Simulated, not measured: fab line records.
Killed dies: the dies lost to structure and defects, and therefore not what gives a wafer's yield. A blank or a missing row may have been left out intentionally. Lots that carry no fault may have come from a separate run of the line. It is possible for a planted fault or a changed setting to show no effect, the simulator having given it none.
Split-lot experiment | flow n5_finfet | 39 wafers read across 7 lots, on a route 1938 steps long

ON THE SPLIT
At N5_SD_EPI_N_DESCUM_14 (chemistry O2, time 7.9 s), the setting time_s was moved away from the recipe's 7.9 s on 18 of the 39 wafers read, by -54.5% to +56.6%. This setting was run at the recipe's value on the other wafers.

The split's own step is where the reading is taken.

THE READING
CAR-ArF-block_of_SD_EPI_N_COAT_03.thk_nm (the simulator's own value, which no gauge read), in nm, at N5_SD_EPI_N_DESCUM_14 (chemistry O2, time 7.9 s). There is no usual value for it anywhere in the file. Across the 21 wafers here that went through the recipe, the average is 143.6 nm and the standard deviation 0.36 nm.

wafer  | tool, chamber at the split | time_s as run, s | against the recipe | CAR-ArF-block_of_SD_EPI_N_COAT_03.thk_nm, nm | against lot-mates on the recipe
L077.1 | rie_diel-05, 1             | 10.82            | +37.0%             | 141.6                                        | -1.9
L077.2 | rie_diel-05, 2             | 10.82            | +37.0%             | 141.4                                        | -2.1
L077.6 | rie_diel-05, 2             | 10.82            | +37.0%             | 141.4                                        | -2.1
L077.3 | rie_diel-05, 0             | 7.9              | recipe             | 143.4                                        | -
L077.5 | rie_diel-05, 0             | 7.9              | recipe             | 143.4                                        | -
L077.4 | rie_diel-05, 1             | 7.9              | recipe             | 143.6                                        | -
L078.1 | rie_diel-04, 0,2           | 9.903            | +25.4%             | 142.4                                        | -0.9
L078.6 | rie_diel-04, 0,2           | 9.903            | +25.4%             | 142.4                                        | -0.9
L078.2 | rie_diel-04, 2             | 7.9              | recipe             | 143.4                                        | -
L078.3 | rie_diel-04, 3             | 9.903            | +25.4%             | 142.2                                        | -1.1
L078.4 | rie_diel-04, 3,0           | 7.9              | recipe             | 143.2                                        | -
L078.5 | rie_diel-04, 3,0           | 7.9              | recipe             | 143.2                                        | -
L080.1 | rie_diel-02, 1             | 7.9              | recipe             | 143                                          | -
L080.2 | rie_diel-02, 2,0           | 5.205            | -34.1%             | 145                                          | +1.5
L080.6 | rie_diel-02, 2,0           | 5.205            | -34.1%             | 145                                          | +1.5
L080.3 | rie_diel-02, 3             | 7.9              | recipe             | 143.8                                        | -
L080.4 | rie_diel-02, 0             | 7.9              | recipe             | 143.6                                        | -
L080.5 | rie_diel-02, 1             | 5.205            | -34.1%             | 145.4                                        | +1.9
L083.1 | rie_diel-02, 3,0           | 12.37            | +56.6%             | 141                                          | -3.0
L083.5 | rie_diel-02, 3,0           | 12.37            | +56.6%             | 141                                          | -3.0
L083.2 | rie_diel-02, 2,1,3         | 7.9              | recipe             | 144                                          | -
L083.3 | rie_diel-02, 2,1,3         | 7.9              | recipe             | 144                                          | -
L083.6 | rie_diel-02, 2,1,3         | 7.9              | recipe             | 144                                          | -
L083.4 | rie_diel-02, 0             | 12.37            | +56.6%             | 141.4                                        | -2.6
L086.1 | rie_diel-05, 0             | 7.9              | recipe             | 144.4                                        | -
L086.2 | rie_diel-05, 3             | 7.9              | recipe             | 144                                          | -
L086.3 | rie_diel-05, 2             | 7.9              | recipe             | 144.2                                        | -
L090.1 | rie_diel-04, 3,1           | 7.9              | recipe             | 143.6                                        | -
L090.3 | rie_diel-04, 3,1           | 7.9              | recipe             | 143.6                                        | -
L090.2 | rie_diel-04, 2             | 7.9              | recipe             | 143.2                                        | -
L090.4 | rie_diel-04, 0             | 9.324            | +18.0%             | 142.4                                        | -1.1
L090.5 | rie_diel-04, 2             | 9.324            | +18.0%             | 142.2                                        | -1.3
L090.6 | rie_diel-04, 3             | 9.324            | +18.0%             | 142.6                                        | -0.9
L094.1 | rie_diel-05, 2             | 7.9              | recipe             | 143.6                                        | -
L094.2 | rie_diel-05, 0             | 7.9              | recipe             | 144                                          | -
L094.3 | rie_diel-05, 3,1           | 3.591            | -54.5%             | 146.4                                        | +2.7
L094.4 | rie_diel-05, 3,1           | 3.591            | -54.5%             | 146.4                                        | +2.7
L094.5 | rie_diel-05, 0             | 3.591            | -54.5%             | 146                                          | +2.3
L094.6 | rie_diel-05, 1             | 7.9              | recipe             | 143.4                                        | -
The file does not say which wafer passed through which chamber wherever a row lists several chambers: such a row stands for several wafers.

FIT RESULTS
A straight line over all 39 wafers: CAR-ArF-block_of_SD_EPI_N_COAT_03.thk_nm changes by -0.0485 nm for each +1% of time_s; r = -0.97; the points scatter about the line by 0.34 nm.
The same after taking each lot's own level away (the mean of its wafers on the recipe; 39 wafers): -0.0493 nm for each +1%; r = -0.99; scatter 0.22 nm.
On that fit, the largest move of time_s shifts the reading by 2.8 nm.
Measured against the standard deviation above, the lots' own levels, which go from 143.27 to 144.20 nm, span 2.6 times it.
So the lot-to-lot level changes the slope little: the two slopes agree.
Check: with one of the wafers moved furthest among these (+56.6%) left out of the fit, the line predicts -2.78 nm for it against its lot-mates. It came out at -3 nm against them.

OTHER SPLITS APPLIED TO THESE WAFERS
Note: prior to the reading, these wafers also went through further splits. Each is held against what the fit with the lots' levels taken away leaves over:
other split on the same wafers        | wafers away from the commonest value | r with CAR-ArF-block_of_SD_EPI_N_COAT_03.thk_nm (lot level and that fit taken away)
N5_STI_FIN_REVEAL_ALD_00 target_thk_a | 12                                   | +0.20

THE FILE'S OWN FIT
CAR-ArF-block_of_SD_EPI_N_COAT_03.thk_nm changes by -0.0494 nm for each +1% of time_s, r = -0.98.
